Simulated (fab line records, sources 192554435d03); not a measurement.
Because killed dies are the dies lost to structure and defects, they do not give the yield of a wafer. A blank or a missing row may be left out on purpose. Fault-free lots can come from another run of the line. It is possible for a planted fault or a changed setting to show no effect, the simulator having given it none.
Matching of chambers :: flow n5_finfet :: 4 sister chambers for N5_HKMG_FIN_CMP_94 on cmp-04
The step polishes, stops on SiNx, t overpolish 4.7 s, target thk 43.299 nm. 4 wafers are shown with their chamber, then 12 later ones without.

== WAFERS, EACH WITH ITS CHAMBER ==
wafer: L084.1
chamber: 1
motor_current_A (A): 12.5

wafer: L089.1
chamber: 3
motor_current_A (A): 10.1

wafer: L089.2
chamber: 0
motor_current_A (A): 12.2

wafer: L089.3
chamber: 2
motor_current_A (A): 12.1

== WAFERS WHOSE CHAMBER IS MISSING ==
wafer: L089.4
motor_current_A (A): 12.8

wafer: L089.5
motor_current_A (A): 11.1

wafer: L089.6
motor_current_A (A): 10.2

wafer: L090.3
motor_current_A (A): 12.1

wafer: L090.5
motor_current_A (A): 11.2

wafer: L090.6
motor_current_A (A): 12.3

wafer: L093.2
motor_current_A (A): 12.2

wafer: L093.4
motor_current_A (A): 11.9

wafer: L093.6
motor_current_A (A): 12.2

wafer: L093.1
motor_current_A (A): 10.6

wafer: L093.3
motor_current_A (A): 11.2

wafer: L093.5
motor_current_A (A): 10.3

== WHICH CHAMBER EACH ONE RAN IN ==
wafer: L089.4
from the rows above: can't be placed: 1 or 0 or 2
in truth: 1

wafer: L089.5
from the rows above: can't be placed: 2 or 3 or 0 or 1
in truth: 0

wafer: L089.6
from the rows above: 3
in truth: 3

wafer: L090.3
from the rows above: can't be placed: 2 or 0 or 1
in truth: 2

wafer: L090.5
from the rows above: can't be placed: 2 or 0 or 3 or 1
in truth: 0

wafer: L090.6
from the rows above: can't be placed: 0 or 1 or 2
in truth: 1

wafer: L093.2
from the rows above: can't be placed: 0 or 2 or 1
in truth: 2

wafer: L093.4
from the rows above: can't be placed: 2 or 0 or 1
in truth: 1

wafer: L093.6
from the rows above: can't be placed: 0 or 2 or 1
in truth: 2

wafer: L093.1
from the rows above: can't be placed: 3 or 2
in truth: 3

wafer: L093.3
from the rows above: can't be placed: 2 or 0 or 3 or 1
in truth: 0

wafer: L093.5
from the rows above: 3
in truth: 3
Correctly placed: 2 of 12. Not placeable from these rows: 10 (in 10, the candidates include the true chamber). Wrongly placed: 0.
How it was worked out, from the rows above alone: a wafer's distance from a chamber is the root of the sum, over the readings, of the square of ((its reading less the chamber's mean) divided by the reading's scatter). If the next closest chamber is less than 2 further off than the closest, the wafer can't be placed; otherwise it belongs to the closest. A chamber's mean is the mean of its shown wafers. The scatter: root of mean squared gap, hidden wafer to nearest shown wafer, with one shown wafer a chamber.
